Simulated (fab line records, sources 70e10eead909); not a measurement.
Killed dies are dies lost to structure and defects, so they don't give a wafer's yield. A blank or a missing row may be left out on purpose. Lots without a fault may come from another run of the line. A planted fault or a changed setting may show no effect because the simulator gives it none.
Problem report in the 8D (eight disciplines) form, filled by code | flow nand_harc | the parts of the form that need people (team, actions taken, sign-off) are left out

1. THE PROBLEM
sort_bin_2_pct at NHARC_END_SORT_01 reads a mean of 95.1 % on 6 wafers of 2 lots; wafers without a fault read 3.0 % with a standard deviation of 1.2. That is +77 standard deviations from the usual mean.
First seen on wafer L243.1, day 28 03:37, on prober-02. The record holds 36 wafers of 12 lots with a number at this step. Rule for "out", or "out of limits": more than 4 standard deviations from the usual mean. The other wafers with a number count as sound.

2. WHAT IT IS AND WHAT IT IS NOT
question                    | is                                                                                                                  | is not
which readings at this step | sort_bin_2_pct, defect_limited_yield, killed_at_array, killed_dies, sort_n_pass, sort_rim_yield_pct, sort_yield_pct | killed_at_other, killed_at_periphery, killed_open, killed_short, sort_bin_3_pct, sort_bin_4_pct
which lots                  | L243, L246                                                                                                          | L237, L240, L244, L253, L254, L255, L256, L257, L258, L259
which wafers of those lots  | all that have a number                                                                                              | -
read on which gauges        | prober-02                                                                                                           | prober-01
when                        | from day 28 03:37                                                                                                   | up to then (6 sound wafers); but 24 sound wafers of L244, L253, L254, L255, L256, L257, L258, L259 came after

3. SUSPECTS, AND WHAT RULES EACH OUT
Counting: a tool at a process step up to the reading stays a suspect if it ran every lot that is out and no sound lot after the first of them.
- the gauge at NHARC_END_SORT_01: kept. All the wafers that are out were read on prober-02, and no step on other tools shows them out.
- pvd_sputter-02 at NHARC_A_BONDPAD_PVD_27 (deposits Cu, target thk 30 nm, time 20.49 s): ruled out as a lasting fault. Sound lots L253, L254, L257, L256 ran on it after its first lot that is out, L243 (day 26 22:52).
- rtp_anneal-02 at NHARC_A_BONDPAD_ANNEAL_28 (time 90 s): ruled out as a lasting fault. Sound lots L253, L255, L259, L258 ran on it after its first lot that is out, L243 (day 26 23:23).
Left after counting: prober-02 at NHARC_END_SORT_01.

4. THE CAUSE (what the simulator had put in)
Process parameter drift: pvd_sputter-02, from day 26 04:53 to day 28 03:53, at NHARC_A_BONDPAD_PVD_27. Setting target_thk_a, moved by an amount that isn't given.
Counting ruled it out, wrongly: the rule takes a fault to strike every lot that its tool runs from its start on, and this one did not.

5. THE CHAIN OF EFFECTS, in route order
Each row: a reading whose mean over the struck wafers that have a number lies more than 3 standard deviations from the usual. Only readings for which the record gives a usual standard deviation are gone through. hours: the time from each lot's start at the first step in this table that gives one to its start at this step, as a median over the lots. sigmas: the change in usual standard deviations.
hours | step              | reading              | usual  | on struck wafers | change | sigmas
0     | NHARC_END_SORT_01 | defect_limited_yield | 91.4 % | 0.0              | -91.4  | -34
0     | NHARC_END_SORT_01 | killed_at_array      | 53     | 672              | +619   | +34
0     | NHARC_END_SORT_01 | killed_dies          | 58     | 677              | +619   | +34
0     | NHARC_END_SORT_01 | sort_bin_2_pct       | 3.0 %  | 95.1             | +92.1  | +77
0     | NHARC_END_SORT_01 | sort_n_pass          | 619    | 0                | -619   | -34
0     | NHARC_END_SORT_01 | sort_rim_yield_pct   | 91 %   | 0                | -91    | -22
0     | NHARC_END_SORT_01 | sort_yield_pct       | 91.4 % | 0.0              | -91.4  | -34

6. WHAT WOULD HAVE CAUGHT IT SOONER
In this record the first reading out of limits at a measuring or inspecting step was taken at day 28 03:37, 47 hours after the fault began at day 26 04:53.
Of the tool readings at NHARC_A_BONDPAD_PVD_27 for which the record gives a usual standard deviation, none was out on any struck wafer, so an alarm limit of 4 standard deviations on them would not have fired.
